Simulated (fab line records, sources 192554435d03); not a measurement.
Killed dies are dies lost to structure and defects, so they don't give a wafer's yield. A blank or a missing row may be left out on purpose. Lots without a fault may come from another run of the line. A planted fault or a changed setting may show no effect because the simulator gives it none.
Chamber matching | flow n5_finfet | N5_BEOL_M15_ETCH_61 on rie_diel-06: 4 sister chambers
The step etches BARC in N2/H2, target depth 89 nm, overetch 26.7 nm, time 67.9 s. 16 wafers are shown with their chamber, then 8 later ones without.

WAFERS WITH THEIR CHAMBER
wafer  | chamber | showerhead_plenum_p_Torr (Torr) | throttle_valve_pct (%) | oes_product_au (a.u.)
L075.3 | 1       | 2.55                            | 17.70                  | 0.69
L075.5 | 1       | 2.55                            | 17.71                  | 0.69
L075.6 | 2       | 2.35                            | 18.00                  | 0.66
L078.1 | 3       | 2.51                            | 18.01                  | 0.59
L078.3 | 0       | 2.48                            | 17.57                  | 0.75
L078.6 | 1       | 2.55                            | 17.71                  | 0.69
L080.1 | 1       | 2.54                            | 17.73                  | 0.68
L080.3 | 0       | 2.47                            | 17.60                  | 0.73
L080.6 | 1       | 2.54                            | 17.73                  | 0.68
L084.1 | 0       | 2.47                            | 17.62                  | 0.72
L084.4 | 1       | 2.54                            | 17.75                  | 0.68
L084.6 | 0       | 2.47                            | 17.61                  | 0.73
L081.2 | 1       | 2.54                            | 17.73                  | 0.67
L081.3 | 0       | 2.47                            | 17.60                  | 0.72
L081.4 | 1       | 2.54                            | 17.74                  | 0.68
L086.2 | 1       | 2.53                            | 17.76                  | 0.67

SIGNATURES (means of the wafers above)
reading                  | chamber 0 | chamber 1 | chamber 2 | chamber 3 | scatter within a chamber
showerhead_plenum_p_Torr | 2.4720    | 2.5422    | 2.3500    | 2.5100    | 0.00602
throttle_valve_pct       | 17.6000   | 17.7289   | 18.0000   | 18.0100   | 0.0193
oes_product_au           | 0.7300    | 0.6811    | 0.6600    | 0.5900    | 0.00953
Rule: a wafer's distance from a chamber is the root of the sum, over the readings, of the square of ((its reading less the chamber's mean) divided by the reading's scatter). The wafer belongs to the nearest chamber; if the next one is less than 2 further off, it can't be placed. The scatter: the root of (the sum of the squares of (reading less its chamber's mean) over the shown wafers, divided by (wafers less chambers)).

WAFERS WITHOUT THEIR CHAMBER
wafer  | showerhead_plenum_p_Torr (Torr) | throttle_valve_pct (%) | oes_product_au (a.u.)
L086.4 | 2.47                            | 17.64                  | 0.70
L086.6 | 2.53                            | 17.76                  | 0.66
L091.1 | 2.53                            | 17.77                  | 0.67
L091.4 | 2.35                            | 18.04                  | 0.64
L091.5 | 2.53                            | 17.76                  | 0.66
L095.2 | 2.52                            | 17.81                  | 0.65
L095.4 | 2.49                            | 17.68                  | 0.77
L095.5 | 2.34                            | 18.07                  | 0.63

WHICH CHAMBER EACH WENT THROUGH
wafer  | from the rows above | in truth
L086.4 | 0                   | 0
L086.6 | 1                   | 1
L091.1 | 1                   | 1
L091.4 | 2                   | 2
L091.5 | 1                   | 1
L095.2 | 1                   | 1
L095.4 | 0                   | 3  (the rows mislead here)
L095.5 | 2                   | 2
Placed correctly: 7 of 8. Can't be placed from these rows: 0. Placed wrongly: 1.
